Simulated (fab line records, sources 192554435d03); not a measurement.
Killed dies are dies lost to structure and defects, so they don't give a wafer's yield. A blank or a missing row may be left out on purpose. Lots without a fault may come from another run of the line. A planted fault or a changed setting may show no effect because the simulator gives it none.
Split-lot experiment | flow n5_finfet | 7 lots, 39 wafers read, on a route of 1938 steps

THE SPLIT
At N5_MOL_CONTACT_COAG_ETCHBACK_136 (etches SiO2 in CHF3, target depth 25 nm, time 16.7 s), the setting target_depth_a was moved away from the recipe's 250 angstrom on 12 of the 39 wafers read, by -12.9% to +11.4%. The other wafers ran this setting at the recipe's value.

FROM THE SPLIT TO THE READING: what the file shows between them, 1 step
- N5_MOL_CONTACT_COAG_STRIP_120: strips in CHF3

THE READING
MOL_CONTACT_COAG.feature_depth_nm (the simulator's own value, which no gauge read), in nm, at N5_MOL_CONTACT_COAG_VIA_ETCH_117 (etches SiO2 in C4F6/O2, target depth 40 nm, overetch 8 nm, time 26 s). The file gives no usual value for it. The 27 wafers here that ran the recipe average 40.1 nm, standard deviation 0.38 nm.

wafer  | tool, chamber at the split | target_depth_a as run, angstrom | against the recipe | MOL_CONTACT_COAG.feature_depth_nm, nm | against lot-mates on the recipe
L076.1 | rie_diel-05, 1,3,1         | 217.8                           | -12.9%             | 43.2                                  | +3.1
L076.2 | rie_diel-05, 3,0,0         | 250                             | recipe             | 40.6                                  | -
L076.3 | rie_diel-05, 3,0,0         | 250                             | recipe             | 39.8                                  | -
L076.4 | rie_diel-05, 1,3,1         | 217.8                           | -12.9%             | 43.6                                  | +3.5
L076.5 | rie_diel-05, 1,3,1         | 217.8                           | -12.9%             | 43                                    | +2.9
L076.6 | rie_diel-05, 3,0,0         | 250                             | recipe             | 39.8                                  | -
L081.1 | rie_diel-02, 3,1,0,2,2,3   | 250                             | recipe             | 40.6                                  | -
L081.2 | rie_diel-02, 3,1,0,2,2,3   | 250                             | recipe             | 40                                    | -
L081.3 | rie_diel-02, 3,1,0,2,2,3   | 250                             | recipe             | 40                                    | -
L081.4 | rie_diel-02, 3,1,0,2,2,3   | 250                             | recipe             | 40.2                                  | -
L081.5 | rie_diel-02, 3,1,0,2,2,3   | 250                             | recipe             | 40.2                                  | -
L081.6 | rie_diel-02, 3,1,0,2,2,3   | 250                             | recipe             | 40.6                                  | -
L083.1 | rie_diel-05, 0,3,3         | 262.7                           | +5.1%              | 38.6                                  | -1.1
L083.2 | rie_diel-05, 2,1,0         | 250                             | recipe             | 39.8                                  | -
L083.3 | rie_diel-05, 2,1,0         | 250                             | recipe             | 39.8                                  | -
L083.4 | rie_diel-05, 0,3,3         | 262.7                           | +5.1%              | 39.2                                  | -0.5
L083.5 | rie_diel-05, 0,3,3         | 262.7                           | +5.1%              | 39.4                                  | -0.3
L083.6 | rie_diel-05, 2,1,0         | 250                             | recipe             | 39.6                                  | -
L085.1 | rie_diel-05, 2,1,2         | 278.4                           | +11.4%             | 37.4                                  | -3.0
L085.2 | rie_diel-05, 2,1,2         | 278.4                           | +11.4%             | 37.2                                  | -3.2
L085.3 | rie_diel-05, 3,0,1         | 250                             | recipe             | 41                                    | -
L085.4 | rie_diel-05, 3,0,1         | 250                             | recipe             | 40                                    | -
L085.5 | rie_diel-05, 3,0,1         | 250                             | recipe             | 40.2                                  | -
L085.6 | rie_diel-05, 2,1,2         | 278.4                           | +11.4%             | 37.4                                  | -3.0
L088.1 | rie_diel-06, 2,3,2         | 250                             | recipe             | 40.2                                  | -
L088.4 | rie_diel-06, 2,3,2         | 250                             | recipe             | 39.6                                  | -
L088.6 | rie_diel-06, 2,3,2         | 250                             | recipe             | 40.2                                  | -
L090.1 | rie_diel-06, 0,3,0         | 266.7                           | +6.7%              | 38.6                                  | -1.2
L090.2 | rie_diel-06, 2,3,1         | 250                             | recipe             | 40.2                                  | -
L090.3 | rie_diel-06, 2,3,1         | 250                             | recipe             | 39.6                                  | -
L090.4 | rie_diel-06, 2,3,1         | 250                             | recipe             | 39.6                                  | -
L090.5 | rie_diel-06, 0,3,0         | 266.7                           | +6.7%              | 38                                    | -1.8
L090.6 | rie_diel-06, 0,3,0         | 266.7                           | +6.7%              | 38.6                                  | -1.2
L096.1 | rie_diel-05, 0,2,3,1,0,1   | 250                             | recipe             | 39.6                                  | -
L096.2 | rie_diel-05, 0,2,3,1,0,1   | 250                             | recipe             | 40                                    | -
L096.3 | rie_diel-05, 0,2,3,1,0,1   | 250                             | recipe             | 40.8                                  | -
L096.4 | rie_diel-05, 0,2,3,1,0,1   | 250                             | recipe             | 40                                    | -
L096.5 | rie_diel-05, 0,2,3,1,0,1   | 250                             | recipe             | 39.6                                  | -
L096.6 | rie_diel-05, 0,2,3,1,0,1   | 250                             | recipe             | 40                                    | -
Where a row lists several chambers, the file gives one row for several wafers and doesn't say which wafer went through which chamber.

THE FIT
A straight line over all 39 wafers: MOL_CONTACT_COAG.feature_depth_nm changes by -0.243 nm for each +1% of target_depth_a; r = -0.96; the points scatter about the line by 0.37 nm.
The same after taking each lot's own level away (the mean of its wafers on the recipe; 39 wafers): -0.244 nm for each +1%; r = -0.96; scatter 0.37 nm.
On that fit, the largest move of target_depth_a shifts the reading by 3.1 nm.
The lots' own levels span 39.73 to 40.40 nm, that is 1.7 times the standard deviation above.
So the lot-to-lot level changes the slope little: the two slopes agree.
Check: with one of the wafers moved furthest among these (-12.9%) left out of the fit, the line predicts +3.2 nm for it against its lot-mates. It came out at +3.13 nm against them.

OTHER SPLITS ON THESE WAFERS
These wafers also went through other splits before the reading. Each is held against what the fit with the lots' levels taken away leaves over:
other split on the same wafers         | wafers away from the commonest value | r with MOL_CONTACT_COAG.feature_depth_nm (lot level and that fit taken away)
N5_MOL_CONTACT_COAG_ALD_133 ald_cycles | 12                                   | +0.06

THE WHOLE CHAIN: every reading that the file lists as answering this split, in the file's order
step                             | what it does                                                         | reading                                                                            | change (the file's fit)               | r (the file's)
N5_MOL_CONTACT_COAG_VIA_ETCH_117 | etches SiO2 in C4F6/O2, target depth 40 nm, overetch 8 nm, time 26 s | etch.depth_nm (the simulator's own value, which no gauge read)                     | -0.244 nm for each +1% of the setting | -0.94
N5_MOL_CONTACT_COAG_VIA_ETCH_117 | etches SiO2 in C4F6/O2, target depth 40 nm, overetch 8 nm, time 26 s | MOL_CONTACT_COAG.feature_depth_nm (the simulator's own value, which no gauge read) | -0.243 nm for each +1% of the setting | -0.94

THE FILE'S OWN FIT
MOL_CONTACT_COAG.feature_depth_nm changes by -0.243 nm for each +1% of target_depth_a, r = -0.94.
